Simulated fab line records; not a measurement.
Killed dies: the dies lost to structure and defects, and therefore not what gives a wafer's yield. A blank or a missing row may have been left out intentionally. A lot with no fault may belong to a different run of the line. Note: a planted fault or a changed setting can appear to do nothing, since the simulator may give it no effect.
Which tool was responsible? -- flow n5Finfet -- 27 wafers from 9 lots sampled at 5 of the route's 1938 steps

## WHAT THE GAUGES READ, wafer by wafer
N5_BEOL_M4_RC_MEAS_101.
lot,measured,on,DIBL_N (mV/V)
L558,day 8 04:15,prober-01,33.3 31.0 35.2
L560,day 8 07:59,prober-01,33.2 37.2 36.4
L561,day 8 14:15,prober-02,37.4 37.7 38.5
L563,day 9 04:11,prober-02,34.8 33.5 35.7
L567,day 9 20:46,prober-02,33.0 36.3 32.5
L568,day 10 11:07,prober-02,34.3 30.9 33.7
L574,day 11 16:36,prober-02,34.4 29.6 33.6
L578,day 12 18:19,prober-01,31.2 35.9 32.0
L579,day 12 19:49,prober-02,33.8 37.8 33.6

## WHAT TOOL EACH LOT RAN ON (gives the tool, then ch and the chambers of the sampled wafers, and finally the start)
lot,N5_MOL_CONTACT_COAG_ETCH_105,N5_MOL_CONTACT_COAG_ETCH_106,N5_MOL_CONTACT_COAG_ALD_20,N5_MOL_CONTACT_COAG_SIL_ANNEAL_21
L558,"rieDiel-05 ch 0,1, day 4 14:46","rieDiel-05 ch 0,1, day 4 14:48","aldMetal-04 ch 2,3, day 4 16:10","rtpAnneal-01 ch 0, day 4 16:44"
L560,"rieDiel-05 ch 0,1, day 5 04:25","rieDiel-05 ch 0,1, day 5 04:27","aldMetal-03 ch 2,3, day 5 07:07","rtpAnneal-01 ch 0, day 5 07:29"
L561,"rieDiel-03 ch 0,2,3, day 5 14:25","rieDiel-03 ch 0,2,3, day 5 14:26","aldMetal-03 ch 1,2, day 5 15:34","rtpAnneal-01 ch 0, day 5 16:02"
L563,"rieDiel-04 ch 0,3, day 5 21:59","rieDiel-04 ch 0,3, day 5 22:00","aldMetal-03 ch 2,3, day 5 22:56","rtpAnneal-02 ch 0, day 5 23:31"
L567,"rieDiel-04 ch 1,2,3, day 6 21:55","rieDiel-04 ch 1,2,3, day 6 21:58","aldMetal-04 ch 0,1,3, day 6 23:05","rtpAnneal-02 ch 0, day 6 23:22"
L568,"rieDiel-03 ch 0,1, day 7 02:45","rieDiel-03 ch 0,1, day 7 02:46","aldMetal-03 ch 0,2,3, day 7 05:16","rtpAnneal-01 ch 0, day 7 05:45"
L574,"rieDiel-05 ch 0,2, day 8 15:55","rieDiel-05 ch 0,2, day 8 15:56","aldMetal-03 ch 1,3, day 8 16:50","rtpAnneal-01 ch 0, day 8 17:13"
L578,"rieDiel-03 ch 0,2, day 9 16:41","rieDiel-03 ch 0,2, day 9 16:43","aldMetal-02 ch 1,2, day 9 17:37","rtpAnneal-02 ch 0, day 9 18:01"
L579,"rieDiel-03 ch 0,2,3, day 9 20:50","rieDiel-03 ch 0,2,3, day 9 20:52","aldMetal-04 ch 0,1,3, day 9 22:08","rtpAnneal-01 ch 0, day 9 22:32"
- N5_MOL_CONTACT_COAG_ETCH_105: etches SiARC in CF4, target depth 15.6 nm, time 26 s.
- N5_MOL_CONTACT_COAG_ETCH_106: etches SOC in N2/H2, target depth 80 nm, overetch 16 nm, time 120 s.
- N5_MOL_CONTACT_COAG_ALD_20: deposits TiN, target thk 1.5 nm, pulse time 1 s, purge time 3 s.
- N5_MOL_CONTACT_COAG_SIL_ANNEAL_21: time 60 s.

## THE ANSWER, worked out from the rows above alone
Rule: the usual values come from the lots themselves. Put in order of their means at a reading, lots are off if they are a third of the lots or fewer, leave a main group of 4 or more, and stand apart from it by a gap of 3 or more times the standard deviation of the main group's means; of several such gaps the widest counts. A main group is skipped when, at the precision printed for the reading in the tables above, its means are all equal. A lot without any number at a reading at which 4 lots or more have one is off too. The other lots that the step has rows for count as sound.
No lot is off on any of the readings shown, so nothing can be concluded from this.

## WHAT THE SIMULATOR HAD PUT IN
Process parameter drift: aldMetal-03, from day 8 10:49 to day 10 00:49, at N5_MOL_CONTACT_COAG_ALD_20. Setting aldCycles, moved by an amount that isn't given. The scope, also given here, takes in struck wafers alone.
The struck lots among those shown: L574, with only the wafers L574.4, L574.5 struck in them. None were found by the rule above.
